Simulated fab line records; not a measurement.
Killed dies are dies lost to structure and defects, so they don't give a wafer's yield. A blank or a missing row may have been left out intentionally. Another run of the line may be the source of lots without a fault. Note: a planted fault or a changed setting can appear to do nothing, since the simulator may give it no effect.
Chamber matching :: flow n5Finfet :: 4 sister chambers for N5_BEOL_M7_DESCUM_16 on rieDiel-02
The step chemistry O2, time 7.9 s. 4 wafers are shown with their chamber, then 7 later ones without.

WAFERS WITH THEIR CHAMBER
wafer: L084.5
chamber: 1
oesProductAu (a.u.): 0.93

wafer: L086.6
chamber: 3
oesProductAu (a.u.): 0.69

wafer: L089.1
chamber: 0
oesProductAu (a.u.): 0.70

wafer: L089.3
chamber: 2
oesProductAu (a.u.): 0.89

WAFERS WITH NO CHAMBER GIVEN
wafer: L089.6
oesProductAu (a.u.): 0.70

wafer: L091.1
oesProductAu (a.u.): 0.66

wafer: L091.2
oesProductAu (a.u.): 0.88

wafer: L091.6
oesProductAu (a.u.): 0.90

wafer: L095.1
oesProductAu (a.u.): 0.67

wafer: L095.4
oesProductAu (a.u.): 0.87

wafer: L095.5
oesProductAu (a.u.): 0.88

CHAMBER TAKEN BY EACH
wafer: L089.6
from the rows above: can't be placed: 0 or 3
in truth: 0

wafer: L091.1
from the rows above: can't be placed: 3 or 0
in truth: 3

wafer: L091.2
from the rows above: 2
in truth: 2

wafer: L091.6
from the rows above: can't be placed: 2 or 1
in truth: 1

wafer: L095.1
from the rows above: can't be placed: 3 or 0
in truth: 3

wafer: L095.4
from the rows above: 2
in truth: 2

wafer: L095.5
from the rows above: 2
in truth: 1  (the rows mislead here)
Correct placement for 2 of the 7. Can't be placed from these rows: 4 (the true chamber is among the candidates in 4). Placed wrongly: 1.
How it was worked out, from the rows above alone: a wafer's distance from a chamber is the root of the sum, over the readings, of the square of ((its reading less the chamber's mean) divided by the reading's scatter). The wafer belongs to the nearest chamber; if the next one is less than 2 further off, it can't be placed. For every chamber, the mean is computed from those of its wafers that are shown. The scatter (one wafer shown for each chamber): square how far every hidden wafer sits from the nearest shown wafer, average those squares and take the square root.
